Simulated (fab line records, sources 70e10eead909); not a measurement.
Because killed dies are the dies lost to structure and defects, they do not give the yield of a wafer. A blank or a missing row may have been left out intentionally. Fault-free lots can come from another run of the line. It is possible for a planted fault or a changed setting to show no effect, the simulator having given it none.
Problem report, 8D (eight disciplines) form, completed by code ; flow nand_harc ; the parts of the form that need people (team, actions taken, sign-off) are left out

## 1. WHAT WENT WRONG
Wafers without a fault read 1000 nm, standard deviation 8.1; thk_nm at NHARC_A_ONON_D2_THK_MEAS_18 reads a mean of 709 nm on 3 wafers belonging to 3 lots. Relative to the usual mean, that is a shift of -36 standard deviations.
The step: measures by ellipsometry.
Seen first at day 19 08:53 on film_metro-02, wafer L165.1. At this step, 39 wafers from 14 lots have a number in the record. Rule for "out", or "out of limits": more than 4 standard deviations from the usual mean. All remaining wafers that have a number are taken as sound.

## 2. WHAT IT IS; WHAT IT IS NOT
question;is;is not
which readings at this step;thk_nm;-
which lots;L165, L167, L168;L149, L150, L152, L153, L155, L156, L157, L158, L159, L160, L161
which wafers of those lots;L165.1, L167.1, L168.5;L165.3, L167.3, L168.6
read on which gauges;film_metro-01, film_metro-02;-
when;from day 19 08:53;"up to then (34 sound wafers); but 2 sound wafers of L167, L168 came after"

## 3. SUSPECTS, AND WHAT RULES EACH OUT
Counting: any tool at a process step up to the reading remains a suspect provided it ran every lot that is out. Sound lots after the first of them don't rule it out here, since some wafers of a struck lot are sound.
- the gauge at NHARC_A_ONON_D2_THK_MEAS_18: ruled out. The wafers that are out were read on 2 gauges (film_metro-01, film_metro-02).
- pecvd_onon-02 at NHARC_A_ONON_D2_DEP_16 (target thk 1000 nm): kept. Ran every lot that is out, first one L165 (day 19 08:23); last sound lot up to then L161 (day 17 22:53).
Left after counting: pecvd_onon-02 at NHARC_A_ONON_D2_DEP_16.

## 4. THE CAUSE (what the simulator had put in)
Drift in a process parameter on pecvd_onon-02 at NHARC_A_ONON_D2_DEP_16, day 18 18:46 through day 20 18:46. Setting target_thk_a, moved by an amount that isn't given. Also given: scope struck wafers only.
After counting, this tool was the only one left.

## 5. THE EFFECT CHAIN, in route order
Rows list readings where the struck wafers' mean (over those with a number) sits beyond 3 standard deviations from the usual. Readings are gone through only where the record gives a usual standard deviation; hours: the median, over the lots, of the time from a lot's start at the first step in this table giving one to that lot's start at this step; sigmas: the change measured in usual standard deviations.
hours;step;reading;usual;on struck wafers;change;sigmas
0;NHARC_A_ONON_D2_THK_MEAS_18;thk_nm;1000 nm;709;-291;-36
275;NHARC_END_SORT_01;killed_at_array;55;672;+617;+36
275;NHARC_END_SORT_01;killed_dies;59;677;+618;+34
Later measuring or inspecting steps at which every struck wafer that the step has a row for has a number for every such reading, and none has moved that far: NHARC_A_ONON_D2_INSPECT_32.

## 6. WHAT WOULD HAVE CAUGHT IT SOONER
The first out-of-limits reading at a measuring or inspecting step in this record came at day 19 08:53, 14 hours after the fault's start at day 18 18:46.
An alarm limit of 4 standard deviations would not have fired on the tool readings at NHARC_A_ONON_D2_DEP_16 for which the record gives a usual standard deviation, since none of them was out on any struck wafer.
Lots out: 3; of these, L167, L168 started NHARC_A_ONON_D2_DEP_16 on pecvd_onon-02 after day 19 08:53. A hold on the tool at that time would have spared those 2.
